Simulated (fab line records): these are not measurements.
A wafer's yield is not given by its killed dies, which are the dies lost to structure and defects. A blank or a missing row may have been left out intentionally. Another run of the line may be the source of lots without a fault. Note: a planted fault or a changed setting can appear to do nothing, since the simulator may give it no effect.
8D (eight disciplines) problem report, filled in by code || flow nand-harc || the parts of the form that need people (team, actions taken, sign-off) are left out

1. THE PROBLEM
Mean of run-length-s at NHARC_A_CONTACT_ETCH_49: 453.4 s across 3 wafers in 2 lots; on wafers with no fault it is 496.5 s (standard deviation 0.44). Measured from the usual mean, that is -98 standard deviations.
The step: etches the open film in N2/H2, target depth 260 nm, time 475.3 s.
Seen first at day 23 11:11 on rie-diel-06, wafer L439.4. The record holds 39 wafers of 13 lots with a number at this step. Rule for "out", or "out of limits": more than 4 standard deviations from the usual mean. Any other wafer with a number is counted as sound.

2. WHAT IT IS AND WHAT IT IS NOT
{"question": "which readings at this step", "is": "run-length-s", "is not": "drypump-motor-current-A, rf-vpp-V, showerhead-plenum-p-Torr, throttle-valve-pct"}
{"question": "which lots", "is": "L437, L439", "is not": "L434, L438, L445, L447, L448, L449, L450, L452, L453, L454, L456"}
{"question": "which wafers of those lots", "is": "L437.2, L437.4, L439.4", "is not": "L437.6, L439.1, L439.5"}
{"question": "read on which tools", "is": "rie-diel-06", "is not": "rie-diel-02, rie-diel-09"}
{"question": "when", "is": "from day 23 11:11", "is not": "up to then (5 sound wafers); but 31 sound wafers of L437, L438, L445, L447, L448, L449, L450, L452, L453, L454, L456 came after"}

3. THE SUSPECTS, EACH WITH WHAT RULES IT OUT
Counting: any tool at a process step up to the reading remains a suspect provided it ran every lot that is out. Sound lots after the first of them don't rule it out here, since some wafers of a struck lot are sound.
- rie-diel-06 at NHARC_A_CONTACT_ETCH_49 (etches the open film in N2/H2, target depth 260 nm, time 475.3 s): kept. Every lot that is out went through it, the first being L439 (day 23 11:11); the last sound lot it ran before that was L434 (day 22 03:22). Its own readings are out on those wafers: run-length-s.
Left after counting: rie-diel-06 at NHARC_A_CONTACT_ETCH_49.

4. THE CAUSE (what the simulator had put in)
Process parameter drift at NHARC_A_CONTACT_ETCH_49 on rie-diel-06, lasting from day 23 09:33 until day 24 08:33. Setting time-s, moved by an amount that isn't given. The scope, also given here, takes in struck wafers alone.
Counting left only this tool.

5. THE EFFECT CHAIN, in route order
Rows list readings where the struck wafers' mean (over those with a number) sits beyond 3 standard deviations from the usual. Scope: only readings with a usual standard deviation given in the record; hours: median across lots of the time from each lot's start at the first step in this table that gives one to its start at this step; sigmas: change in usual standard deviations.
{"hours": 0, "step": "NHARC_A_CONTACT_ETCH_49", "reading": "run-length-s", "usual": "496.5 s", "on struck wafers": 453.4, "change": -43.1, "sigmas": -98}
The process steps in it:
- NHARC_A_CONTACT_ETCH_49: etches the open film in N2/H2, target depth 260 nm, time 475.3 s.

6. HOW IT WOULD HAVE BEEN CAUGHT EARLIER
2 hours passed between the start of the fault at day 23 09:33 and the first reading out of limits in this record, taken at day 23 11:11.
